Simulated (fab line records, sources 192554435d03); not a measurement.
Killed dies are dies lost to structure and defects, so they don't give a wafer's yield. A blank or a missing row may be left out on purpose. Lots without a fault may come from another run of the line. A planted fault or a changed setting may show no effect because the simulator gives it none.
Problem report in the 8D (eight disciplines) form, filled by code | flow n5_finfet | the parts of the form that need people (team, actions taken, sign-off) are left out

1. THE PROBLEM
killed_at_M4_up at N5_PASSIVATION_PROBE_49 reads a mean of 110 on 6 wafers of 2 lots; wafers without a fault read 13 with a standard deviation of 5.2. That is +19 standard deviations from the usual mean.
First seen on wafer L647.1, day 16 07:06, on prober-01. The record holds 9 wafers of 3 lots with a number at this step. Rule for "out", or "out of limits": more than 4 standard deviations from the usual mean. The other wafers with a number count as sound.

2. WHAT IT IS AND WHAT IT IS NOT
question                    | is                     | is not
which readings at this step | killed_at_M4_up        | killed_at_contacts, killed_at_front_end, killed_short
which lots                  | L646, L647             | L642
which wafers of those lots  | all that have a number | -
read on which tools         | prober-01              | -
when                        | from day 16 07:06      | up to then (3 sound wafers)

3. SUSPECTS, AND WHAT RULES EACH OUT
Counting: a tool at a process step up to the reading stays a suspect if it ran every lot that is out and no sound lot after the first of them.
- pvd_sputter-03 at N5_BEOL_M7_SPUTTER_48 (material Cu, target thk 10 nm, time 1.667 s): kept. It ran every lot that is out, first L646 (day 12 14:58), and no sound lot after that.
- prober-01 at N5_PASSIVATION_PROBE_49: kept. It ran every lot that is out, first L647 (day 16 07:06), and no sound lot after that; its last sound lot up to then is L642 (day 14 21:02). Its own readings are out on those wafers: killed_at_M4_up.
Left after counting: pvd_sputter-03 at N5_BEOL_M7_SPUTTER_48, prober-01 at N5_PASSIVATION_PROBE_49.

4. THE CAUSE (what the simulator had put in)
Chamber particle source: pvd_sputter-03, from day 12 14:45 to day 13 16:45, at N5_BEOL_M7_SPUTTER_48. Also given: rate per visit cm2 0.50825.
Counting left 2 suspects, and this tool is among them.

5. THE CHAIN OF EFFECTS, in route order
Each row: a reading whose mean over the struck wafers that have a number lies more than 3 standard deviations from the usual. Only readings for which the record gives a usual standard deviation are gone through. hours: the time from each lot's start at the first step in this table that gives one to its start at this step, as a median over the lots. sigmas: the change in usual standard deviations.
hours | step                    | reading              | usual  | on struck wafers | change | sigmas
0     | N5_PASSIVATION_PROBE_49 | defect_limited_yield | 91.3 % | 83.6             | -7.7   | -5.5
0     | N5_PASSIVATION_PROBE_49 | killed_at_M4_up      | 13     | 110              | +97    | +19
0     | N5_PASSIVATION_PROBE_49 | killed_dies          | 103    | 194              | +91    | +5.3
0     | N5_PASSIVATION_PROBE_49 | sort_bin_5_function  | 5.2 %  | 10.7             | +5.5   | +6.1
0     | N5_PASSIVATION_PROBE_49 | sort_n_pass          | 1077   | 986              | -91    | -5.3
0     | N5_PASSIVATION_PROBE_49 | sort_yield_pct       | 91.3 % | 83.6             | -7.7   | -5.5
The process steps in it:
- N5_PASSIVATION_PROBE_49

6. WHAT WOULD HAVE CAUGHT IT SOONER
In this record the first reading out of limits was taken at day 16 07:06, 88 hours after the fault began at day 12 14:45.
Of the tool readings at N5_BEOL_M7_SPUTTER_48 for which the record gives a usual standard deviation, none was out on any struck wafer, so an alarm limit of 4 standard deviations on them would not have fired.
All the lots that are out (2) had begun N5_BEOL_M7_SPUTTER_48 on pvd_sputter-03 by day 16 07:06. A hold on the tool at that time would have spared none of them.
